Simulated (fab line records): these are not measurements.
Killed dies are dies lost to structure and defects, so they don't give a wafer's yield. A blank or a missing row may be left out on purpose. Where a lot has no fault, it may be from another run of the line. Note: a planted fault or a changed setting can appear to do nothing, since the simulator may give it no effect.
fab line records | flow nandHarc
record: lots: 4 | wafers: 12 | lastDay: 33
route steps=1302 shown A_CHANNEL_HOLE_D1@466 A_CHANNEL_FILL_D1@490 A_CHANNEL_HOLE_D2@585 END@1302
lots that met no fault: taken from a fault-free run of the same line
startH: hours from the record's first day to the start of the lot's first wafer shown | waitH: hours from the lot's prior step to this one | " same as the row above | L1.1+2: a row that stands for several wafers | - either no value or no given start | * or withheld: withheld | < > ~ a bound
route shown NAME@n: NAME is a module with steps in the file, n the number in the route of the first one | usual: the fault-free wafers' mean and standard deviation | same: alike in all rows | chamber/n: place in a boat | sites: per-site readings | _std_site: the standard deviation of these | _edge_site: outer sites' mean less inner sites' | radiusMm: how far each site lies from the wafer's centre | mask NAME#n: copy n | behind: the last tool/chamber to shape the wafer | hold: why the lot went on hold/how many hours it stayed there/how the hold came to an end | device: which transistor (n, p or np) failed to switch | end of line: the route-end tests of the same wafers | a step with no rows: only its recipe | killed: dies lost to structure and defects at the first sort, not the wafer's yield | map: per-die view of a wafer (x killed, . not killed, _ where there is no die)
set.NAME: setting as actually run; set.NAME@STEP: the setting as run at that earlier step | model.NAME: the simulator's own value behind a step, which no gauge read
certain route steps with their lots: each step a table, each wafer a row
services: a tool's chamber out of use, with start hour (startH, from the record's first day; less than 0 if before it), hours out, and reason
== steps ==
step: NHARC_A_CHANNEL_HOLE_D1_ETCH_38
recipe: targetDepthA: 390 | overEtchFrac: 0.3 | timeS: 65 | ionEnergyEv: 80 | cf4FlowSccm: 150 | arFlowSccm: 0 | rfW: 300 | biasW: 100 | chemistry: CF4
step: NHARC_A_CHANNEL_HOLE_D1_ETCH_39
recipe: targetDepthA: 2600 | overEtchFrac: 0.3 | timeS: 325 | ionEnergyEv: 200 | n2FlowSccm: 150 | h2FlowSccm: 150 | arFlowSccm: 0 | rfW: 400 | biasW: 150 | chemistry: N2/H2
step: NHARC_A_CHANNEL_HOLE_D1_ETCH_34
recipe: targetDepthA: 1540 | timeS: 77 | cf4FlowSccm: 100 | chf3FlowSccm: 30 | arFlowSccm: 0 | rfW: 500 | biasW: 200 | chemistry: CF4/CHF3
step: NHARC_A_CHANNEL_HOLE_D1_ETCH_16
recipe: targetDepthA: 31000 | overEtchFrac: 0.3 | timeS: 806 | ionEnergyEv: 150 | o2FlowSccm: 400 | cosFlowSccm: 20 | arFlowSccm: 0 | rfW: 500 | biasW: 300 | chemistry: O2/COS
step: NHARC_A_CHANNEL_HOLE_D1_ETCH_19
recipe: biasV: 1200 | sourceW: 2500 | pressureMtorr: 15 | timeS: 34.5 | arFlowSccm: 375 | c4f8FlowSccm: 28.8 | o2FlowSccm: 96.2 | tempC: -20 | targetDepthA: * | chemistry: C4F8/O2/Ar
step: NHARC_A_CHANNEL_HOLE_D1_ETCH_20
recipe: biasV: 3000 | sourceW: withheld | pressureMtorr: 20 | timeS: 361.9 | arFlowSccm: 375 | c4f8FlowSccm: 89.3 | o2FlowSccm: 35.7 | tempC: -20 | targetDepthA: 16000 | chemistry: C4F8/O2/Ar
step: NHARC_A_CHANNEL_HOLE_D1_ETCH_21
recipe: biasV: 3000 | sourceW: withheld | pressureMtorr: 20 | timeS: 514.3 | arFlowSccm: 375 | c4f8FlowSccm: 89.3 | o2FlowSccm: 35.7 | tempC: -20 | targetDepthA: 16000 | chemistry: C4F8/O2/Ar
step: NHARC_A_CHANNEL_HOLE_D1_ETCH_22
recipe: biasV: 3000 | sourceW: withheld | pressureMtorr: 20 | timeS: 666.7 | arFlowSccm: 375 | c4f8FlowSccm: 89.3 | o2FlowSccm: 35.7 | tempC: -20 | targetDepthA: 16000 | chemistry: C4F8/O2/Ar
step: NHARC_A_CHANNEL_HOLE_D1_ETCH_23
recipe: biasV: 5000 | sourceW: withheld | pressureMtorr: 20 | timeS: 819 | arFlowSccm: 375 | c4f8FlowSccm: 89.3 | o2FlowSccm: 35.7 | tempC: -20 | targetDepthA: 16000 | chemistry: C4F8/O2/Ar
step: NHARC_A_CHANNEL_HOLE_D1_ETCH_24
recipe: biasV: 5000 | sourceW: withheld | pressureMtorr: 20 | timeS: 906.2 | arFlowSccm: 375 | c4f8FlowSccm: 93.8 | o2FlowSccm: 31.2 | tempC: -20 | targetDepthA: 15000 | chemistry: C4F8/O2/Ar
step: NHARC_A_CHANNEL_HOLE_D1_ETCH_25
recipe: biasV: 5000 | sourceW: withheld | pressureMtorr: 20 | timeS: 1040.2 | arFlowSccm: 375 | c4f8FlowSccm: 93.8 | o2FlowSccm: 31.2 | tempC: -20 | targetDepthA: 15000 | chemistry: C4F8/O2/Ar
step: NHARC_A_CHANNEL_HOLE_D1_ETCH_26
recipe: biasV: 300 | sourceW: 2000 | pressureMtorr: 30 | timeS: 224.1 | arFlowSccm: 375 | c4f8FlowSccm: 11.4 | o2FlowSccm: 113.6 | tempC: -20 | targetDepthA: 3000 | chemistry: C4F8/O2/Ar
usual: drypumpMotorCurrentA: 5.9/0.67 | showerheadPlenumPTorr: 3.68/0.12 | throttleValvePct: 24.585/0.0092
lot.wafer | tool       | chamber | startH | waitH | drypumpMotorCurrentA | rfHoursCounterH | showerheadPlenumPTorr | throttleValvePct
L629.2    | harEtch-02 | 0       | 251.08 | 0.6   | 6.4                  | 340             | 3.71                  | 24.586
L629.3    | "          | 1       | "      | "     | 6.4                  | -               | 3.48                  | 24.580
L629.5    | "          | 0       | "      | "     | 6.4                  | -               | 3.71                  | 24.574
L637.3    | harEtch-02 | 0       | 332.94 | 0.5   | 6.4                  | -               | 3.68                  | 24.582
L637.6    | "          | 0       | "      | "     | 6.4                  | -               | 3.68                  | 24.585
L637.5    | "          | 1       | "      | "     | 6.4                  | -               | 3.45                  | 24.594
L641.2    | harEtch-02 | 0       | 369.24 | 0.6   | 6.4                  | 409             | 3.67                  | 24.585
L641.3    | "          | 0       | "      | "     | 6.4                  | -               | 3.67                  | 24.570
L641.5    | "          | 1       | "      | "     | 6.4                  | -               | 3.44                  | 24.579
L645.3    | harEtch-01 | 0       | 414.98 | 0.5   | 6.3                  | -               | 3.71                  | 24.580
L645.6    | "          | 0       | "      | "     | 6.3                  | -               | 3.71                  | 24.581
L645.5    | "          | 1       | "      | "     | 4.8                  | -               | 3.68                  | 24.587
step: NHARC_A_CHANNEL_HOLE_D1_ETCH_33
recipe: biasV: 400 | sourceW: 2000 | pressureMtorr: 25 | timeS: 90 | arFlowSccm: 375 | c4f8FlowSccm: 41.7 | o2FlowSccm: 83.3 | tempC: -20 | targetDepthA: 4000 | chemistry: C4F8/O2/Ar
step: NHARC_A_CHANNEL_HOLE_D1_STRIP_41
recipe: n2FlowSccm: 150 | h2FlowSccm: 150 | arFlowSccm: 0 | biasW: 0 | chemistry: N2/H2
step: NHARC_A_CHANNEL_HOLE_D1_STRIP_42
recipe: cf4FlowSccm: 100 | chf3FlowSccm: 30 | arFlowSccm: 0 | biasW: 0 | chemistry: CF4/CHF3
step: NHARC_A_CHANNEL_HOLE_D1_STRIP_43
recipe: o2FlowSccm: 400 | cosFlowSccm: 20 | arFlowSccm: 0 | biasW: 0 | chemistry: O2/COS
step: NHARC_A_CHANNEL_HOLE_D1_ETCH_44
recipe: targetDepthA: 1400 | overetchA: 140 | timeS: 77 | ionEnergyEv: 100 | cf4FlowSccm: 80 | o2FlowSccm: 20 | arFlowSccm: 0 | rfW: 300 | biasW: 100 | chemistry: CF4/O2
step: NHARC_A_CHANNEL_HOLE_D1_STRIP_27
recipe: o2FlowSccm: 500 | arFlowSccm: 0 | biasW: 0 | chemistry: O2
step: NHARC_A_CHANNEL_HOLE_D1_PRECLEAN_28
recipe: timeS: * | tempC: 50 | bathAgeMin: 0 | chemistry: SC1
step: NHARC_A_CHANNEL_HOLE_D1_SRD_29
step: NHARC_A_CHANNEL_HOLE_D1_XSEM_31
recipe: landingEnergyEv: 35000
step: NHARC_A_CHANNEL_HOLE_D1_INSPECT_40
usual: rawDefectCount: 68/26
lot.wafer | tool             | chamber | startH | waitH | rawDefectCount
L629.2    | defectInspect-02 | -       | 252.98 | -     | 100
L629.3    | "                | -       | "      | "     | 78
L629.5    | "                | -       | "      | "     | 113
L637.3    | defectInspect-01 | -       | 334.80 | -     | 897
L637.5    | "                | -       | "      | "     | 814
L637.6    | "                | -       | "      | "     | 900
L641.2    | defectInspect-01 | -       | 371.13 | -     | 835
L641.3    | "                | -       | "      | "     | 818
L641.5    | "                | -       | "      | "     | 814
L645.3    | defectInspect-01 | -       | 416.84 | -     | 74
L645.5    | "                | -       | "      | "     | 80
L645.6    | "                | -       | "      | "     | 91
step: NHARC_A_CHANNEL_FILL_D1_PRECLEAN_00
recipe: timeS: * | tempC: 50 | bathAgeMin: 0 | chemistry: SC1
step: NHARC_A_CHANNEL_FILL_D1_SRD_01
step: NHARC_A_CHANNEL_FILL_D1_ALD_02
recipe: targetThkA: 60 | pulseTimeS: 10 | aldCycles: 60 | tempC: 300 | material: SiO2
step: NHARC_A_CHANNEL_FILL_D1_ALD_03
recipe: targetThkA: 60 | pulseTimeS: 60 | aldCycles: 58 | tempC: 630 | pressureTorr: 2 | material: SiNx
step: NHARC_A_CHANNEL_FILL_D1_ALD_14
recipe: targetThkA: 25 | pulseTimeS: 10 | aldCycles: 25 | tempC: 300 | material: SiO2
step: NHARC_A_CHANNEL_FILL_D1_ALD_15
recipe: targetThkA: 20 | pulseTimeS: 60 | aldCycles: 19 | tempC: 630 | pressureTorr: 2 | material: SiNx
step: NHARC_A_CHANNEL_FILL_D1_ALD_16
recipe: targetThkA: 15 | pulseTimeS: 10 | aldCycles: 15 | tempC: 300 | material: SiO2
step: NHARC_A_CHANNEL_FILL_D1_ANNEAL_17
recipe: tempC: 850 | timeS: 1800
step: NHARC_A_CHANNEL_FILL_D1_CVD_18
recipe: targetThkA: 30 | tempC: 550 | material: poly-Si
step: NHARC_A_CHANNEL_FILL_D1_ETCHBACK_19
recipe: targetDepthA: 50 | timeS: 1.7 | hbrFlowSccm: 150 | cl2FlowSccm: 50 | rfW: 400 | icpW: 400 | biasW: 100 | chemistry: HBr/Cl2
step: NHARC_A_CHANNEL_FILL_D1_ETCHBACK_20
recipe: targetDepthA: 270 | timeS: 13.5 | c4f8FlowSccm: withheld | o2FlowSccm: 8 | arFlowSccm: withheld | rfW: 600 | biasW: 1500 | chemistry: C4F8/O2/Ar
step: NHARC_A_CHANNEL_FILL_D1_STRIP_28
recipe: timeS: 20 | o2FlowSccm: 500 | arFlowSccm: 0 | biasW: 0 | chemistry: O2
step: NHARC_A_CHANNEL_FILL_D1_PRECLEAN_21
recipe: timeS: 30 | chemistry: dHF
step: NHARC_A_CHANNEL_FILL_D1_SRD_23
step: NHARC_A_CHANNEL_FILL_D1_CVD_05
recipe: targetThkA: 50 | tempC: 550 | material: poly-Si
step: NHARC_A_CHANNEL_FILL_D1_ANNEAL_22
recipe: tempC: 620 | timeS: 7200
step: NHARC_A_CHANNEL_FILL_D1_ALD_25
recipe: targetThkA: 600 | pulseTimeS: 10 | aldCycles: 600 | tempC: 300 | material: SiOx
step: NHARC_A_CHANNEL_HOLE_D2_DESCUM_15
recipe: timeS: 3 | o2FlowSccm: 200 | arFlowSccm: 0 | biasPowerW: 0 | chemistry: O2
usual: drypumpMotorCurrentA: 5.9/0.46 | oesProductAu: 0.998/0.0095 | rfVppV: 57.7/0.84 | showerheadPlenumPTorr: 1.93/0.069 | throttleValvePct: 11.310/0.0084
lot.wafer | tool       | chamber | startH | waitH | drypumpMotorCurrentA | oesProductAu | rfHoursCounterH | rfVppV | showerheadPlenumPTorr | throttleValvePct | model.A_CHANNEL_HOLE_D2.cdNm
L629.3    | rieDiel-07 | 3       | 358.62 | 0.1   | 5.5                  | 0.999        | 4               | 57.5   | 1.95                  | 11.313           | 99.73
L629.2    | "          | 0       | "      | "     | 6.7                  | 0.999        | 3               | 58.0   | 2.01                  | 11.314           | 100
L629.5    | "          | 0       | "      | "     | 6.7                  | 0.997        | -               | 59.1   | 2.01                  | 11.296           | 100.6
L637.3    | rieDiel-07 | 2       | 450.35 | 0.1   | 5.0                  | 1.007        | 8               | 57.0   | 2.03                  | 11.313           | 100.3
L637.6    | "          | 1       | "      | "     | 6.2                  | 0.991        | -               | 57.2   | 1.85                  | 11.314           | 100.4
L637.5    | "          | 2       | "      | "     | 5.0                  | 1.003        | -               | 58.2   | 2.03                  | 11.299           | 100.3
L641.2    | rieDiel-03 | 2       | 472.07 | 0.1   | 6.2                  | 1.008        | 0               | 57.2   | 1.82                  | 11.314           | 101.5
L641.3    | "          | 1       | "      | "     | 5.7                  | 0.991        | 0               | 57.3   | 1.84                  | 11.317           | 102.5
L641.5    | "          | 2       | "      | "     | 6.2                  | 1.011        | -               | 56.4   | 1.82                  | 11.304           | 102.1
L645.3    | rieDiel-07 | 0       | 523.14 | 0.1   | 6.8                  | 0.978        | 2               | 58.9   | 2.01                  | 11.313           | 99.91
L645.6    | "          | 0       | "      | "     | 6.7                  | 0.988        | -               | 56.5   | 2.01                  | 11.303           | 99.81
L645.5    | "          | 1       | "      | "     | 6.2                  | 0.995        | -               | 56.5   | 1.85                  | 11.311           | 100.6
step: NHARC_A_CHANNEL_HOLE_D2_ETCH_38
recipe: targetDepthA: 390 | overEtchFrac: 0.3 | timeS: 65 | ionEnergyEv: 80 | cf4FlowSccm: 150 | arFlowSccm: 0 | rfW: 300 | biasW: 100 | chemistry: CF4
usual: drypumpMotorCurrentA: 5.9/0.45 | oesProductAu: 0.998/0.009 | rfVppV: 151.3/1 | showerheadPlenumPTorr: 1.78/0.059 | throttleValvePct: 13.283/0.0088
lot.wafer | tool       | chamber | startH | waitH | drypumpMotorCurrentA | oesProductAu | rfHoursCounterH | rfVppV | showerheadPlenumPTorr | throttleValvePct | model.A_CHANNEL_HOLE_D2.cdNm
L629.2    | rieDiel-07 | 2       | 358.72 | 0.1   | 5.0                  | 1.011        | 3               | 152.0  | 1.87                  | 13.299           | 99.69
L629.3    | "          | 0       | "      | "     | 6.7                  | 0.987        | 3               | 152.9  | 1.86                  | 13.279           | 99.48
L629.5    | "          | 2       | "      | "     | 5.0                  | 0.993        | -               | 152.7  | 1.87                  | 13.268           | 100.3
L637.3    | rieDiel-07 | 1       | 450.43 | 0.1   | 6.2                  | 0.988        | 7               | 151.9  | 1.71                  | 13.270           | 100.4
L637.5    | "          | 0       | "      | "     | 6.8                  | 0.989        | -               | 153.0  | 1.85                  | 13.278           | 100.3
L637.6    | "          | 1       | "      | "     | 6.2                  | 0.999        | -               | 150.1  | 1.71                  | 13.286           | 100.6
L641.2    | rieDiel-03 | 0       | 472.16 | 0.1   | 5.8                  | 0.996        | 0               | 149.9  | 1.71                  | 13.299           | 101
L641.3    | "          | 1       | "      | "     | 5.7                  | 0.990        | 0               | 150.0  | 1.71                  | 13.277           | 102
L641.5    | "          | 0       | "      | "     | 5.8                  | 0.992        | -               | 150.6  | 1.71                  | 13.294           | 101.6
L645.3    | rieDiel-07 | 0       | 523.23 | 0.1   | 6.7                  | 0.984        | 2               | 151.6  | 1.85                  | 13.297           | 99.52
L645.6    | "          | 0       | "      | "     | 6.7                  | 0.999        | -               | 153.1  | 1.85                  | 13.276           | 99.51
L645.5    | "          | 1       | "      | "     | 6.2                  | 0.985        | -               | 151.3  | 1.71                  | 13.277           | 100.4
step: NHARC_END_SORT_01
recipe: tempC: 25
usual: killedAtArray: 53/21 | killedAtOther: 0.8/1.1 | killedAtPeriphery: 4.2/2.7 | killedDies: 58/22 | killedOpen: 3.4/1.9 | killedShort: 2.5/1.6
same: grossDies: 677
lot.wafer | tool      | chamber | startH | waitH | killedAtArray | killedAtOther | killedAtPeriphery | killedDies | killedOpen | killedShort
L637.3    | prober-02 | 0       | 733.92 | 3.1   | 112           | 2             | 1                 | 115        | 2          | 1
L637.5    | prober-02 | 0       | 735.53 | 3.7   | 112           | 1             | 3                 | 116        | 4          | 5
L637.6    | prober-02 | 0       | 736.34 | 4.0   | 111           | 1             | 1                 | 113        | 3          | 4
L641.2    | prober-01 | 0       | 751.89 | 2.8   | 152           | 4             | 15                | 171        | 1          | 3
L641.3    | prober-01 | 0       | 752.70 | 3.1   | 171           | 1             | 8                 | 180        | 3          | 1
L641.5    | prober-01 | 0       | 754.31 | 3.7   | 152           | 0             | 15                | 167        | 3          | 2
killed by level:class
L637.3 A_CHANNEL_HOLE_D1:unspecified=100 A_CHANNEL_HOLE_D1:chamberFilmFlake=4 A_STAIRCASE:chamberFilmFlake=2 A_CONTACT:chamberFilmFlake=2 THIN_TSV:chamberFilmFlake=2 A_ONON_D2:geometricParticle:short=1 A_CONTACT:geometricParticle:open=1 A_M0:geometricParticle:open=1
L637.5 A_CHANNEL_HOLE_D1:unspecified=88 A_CHANNEL_HOLE_D1:chamberFilmFlake=9 A_STAIRCASE:chamberFilmFlake=4 A_M0:geometricParticle:short=2 A_CONTACT:chamberFilmFlake=2 P_CONTACT:geometricParticle:short=1 P_M0:geometricParticle:open=1 A_CHANNEL_HOLE_D1:geometricParticle:short=1
L637.6 A_CHANNEL_HOLE_D1:unspecified=87 A_CHANNEL_HOLE_D1:chamberFilmFlake=11 A_CONTACT:chamberFilmFlake=3 A_STAIRCASE:chamberFilmFlake=2 P_CONTACT:geometricParticle:open=1 A_CHANNEL_FILL_D1:geometricParticle:short=1 A_CHANNEL_FILL_D1:geometricParticle:open=1 A_SGD_CUT:geometricParticle:short=1
L641.2 A_CHANNEL_HOLE_D1:unspecified=91 A_SLIT:chamberFilmFlake=25 A_CHANNEL_HOLE_D2:chamberFilmFlake=19 P_CONTACT:chamberFilmFlake=7 A_CHANNEL_HOLE_D1:chamberFilmFlake=7 A_CONTACT:chamberFilmFlake=6 P_GATE:chamberFilmFlake=5 THIN_TSV:chamberFilmFlake=3
L641.3 A_CHANNEL_HOLE_D1:unspecified=85 A_SLIT:chamberFilmFlake=34 A_CHANNEL_HOLE_D2:chamberFilmFlake=31 A_CHANNEL_HOLE_D1:chamberFilmFlake=9 P_CONTACT:chamberFilmFlake=7 A_CONTACT:chamberFilmFlake=6 A_CHANNEL_FILL_D1:geometricParticle:short=1 A_CHANNEL_FILL_D1:geometricParticle:open=1
L641.5 A_CHANNEL_HOLE_D1:unspecified=87 A_CHANNEL_HOLE_D2:chamberFilmFlake=29 A_SLIT:chamberFilmFlake=19 P_CONTACT:chamberFilmFlake=8 A_CONTACT:chamberFilmFlake=6 A_STAIRCASE:chamberFilmFlake=4 P_ZERO_WELL:chamberFilmFlake=2 P_STI:chamberFilmFlake=2
map L637.5 (x killed, . not)
____________x____________
_________......._________
_______...x......._______
______.........x...______
_____..............._____
____.................____
____........x........____
___...................___
___...................___
__..........x.xx.x.....__
__.............xxxx....__
_..........x..xxx.x....._
_..........xxxxxxxx...x._
_..........xxxxxxxx....._
_..........xxxxxxxx..x.._
_..........xxxxxxxx....._
...........xxxxxxxxx.....
x...........xxxxxxxx..x..
..........xxxxxxxxx......
...........x.xxxxxx......
....x..x....xxxxxxxx.....
_..........x.xxxxxxxx..._
_...........x.x........._
_............x.x.......x_
_..........x..........x._
_x....x................._
__.....................__
__.....................__
___..........x........___
___.........x.........___
____.................____
____.................____
_____..............._____
______.............______
_______..........._______
_________......._________
____________.____________
map L641.3 (x killed, . not)
____________.____________
_________......._________
_______..x........_______
______.............______
_____..............._____
____..x.......x....x.____
____....x..xx........____
___.x.xxxx.x.x........___
___x..xxxx...xx.......___
__....xxxxx.x.xxx......__
__.....x.x...xxxxx.....__
_....x.xx....xxxxxx....._
_.....xxxx..x.xx....x..._
_......xxx.xxxxxx.....xx_
_....x.xxxxxxxxxx......._
_.......xxxxxxxxx...x..._
........x.xxxxxxx........
........xxxxxxxxx.....x..
.........xxxxxxxx........
......x.xxxxxxxxx.x......
........xxxxxxxxxx...xx..
_........xxxxxxxxx......_
_........xxxxxxxx....x.._
_.........xxxxxx.......x_
_......x..xxxxx.x......x_
_...........xx.x.......x_
__.........x...........__
__.....................__
___...................___
___...x...............___
____...x.............____
____.................____
_____.xxx..........._____
______x............______
_______..........._______
_________......._________
____________x____________
== services ==
tool       | chamber | startH | hours | kind
rieDiel-03 | 0       | 229.96 | 5.7   | repair
rieDiel-07 | 0       | 249.03 | -     | clean
rieDiel-07 | 1       | 249.03 | -     | clean
rieDiel-07 | 2       | 249.03 | -     | clean
rieDiel-07 | 3       | 249.03 | -     | clean
rieDiel-07 | 0       | 273.53 | -     | clean
rieDiel-07 | 1       | 273.53 | -     | clean
rieDiel-07 | 2       | 273.53 | -     | clean
rieDiel-07 | 3       | 273.53 | -     | clean
rieDiel-03 | -       | 281.30 | 9.0   | pm
rieDiel-07 | -       | 294.20 | 9.0   | pm
rieDiel-07 | 0       | 294.20 | 9.0   | ventCycle
rieDiel-07 | 1       | 294.20 | 9.0   | ventCycle
rieDiel-07 | 2       | 294.20 | 9.0   | ventCycle
rieDiel-07 | 3       | 294.20 | 9.0   | ventCycle
rieDiel-07 | 0       | 304.44 | 9.0   | repair
rieDiel-03 | 2       | 333.34 | 7.8   | repair
rieDiel-07 | 2       | 339.38 | 4.8   | repair
rieDiel-07 | 1       | 341.13 | 14.0  | repair
rieDiel-03 | 2       | 371.91 | 2.6   | repair
rieDiel-07 | 3       | 375.34 | 13.3  | repair
harEtch-02 | -       | 377.00 | 17.0  | pm
rieDiel-03 | -       | 458.30 | 9.0   | pm
rieDiel-07 | -       | 471.20 | 9.0   | pm
== key ==
firstSign: step: NHARC_A_CHANNEL_HOLE_D1_INSPECT_40 | reading: rawDefectCount | direction: up | sigmas: 31 | usual: 68 | struck: 846
effect: step: NHARC_END_SORT_01 | reading: killedDies | direction: up | sigmas: 3.9 | usual: 58 | struck: 144
modelEffect: step: NHARC_A_CHANNEL_HOLE_D2_DESCUM_15 | value: A_CHANNEL_HOLE_D2.cdNm | without: 100.3 | struck: 101.2
modelEffect: step: NHARC_A_CHANNEL_HOLE_D2_ETCH_38 | value: A_CHANNEL_HOLE_D2.cdNm | without: 100.1 | struck: 101
moreKillsBornAt: NHARC_A_CHANNEL_HOLE_D1_ETCH_26@harEtch-02: 376
metAt NHARC_A_CHANNEL_HOLE_D1_ETCH_26
struckWafers L637.3,L637.5,L637.6,L641.2,L641.3,L641.5
testerLeftOut L637,L641
loopTrim: step: NHARC_A_CHANNEL_HOLE_D2_EXPOSE_07 | setting: dose | lots: L641
onsetBetween 251.08 332.94
fault: kind: chamberParticleSource | tool: harEtch-02 | chamber: - | onsetH: 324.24 | steps: NHARC_A_CHANNEL_HOLE_D1_ETCH_26 | ratePerVisitCm2: 1.1684 | endH: 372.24
testerLeftOut: of these lots the tester's yield and bins aren't shown, on N5 and GAA mostly nor the transistor test; their killed dies are dies lost to structure and defects alone, not to doping, threshold or leakage, so they don't give the yield
loopTrim: a control loop set the setting to another value than it would have without faults
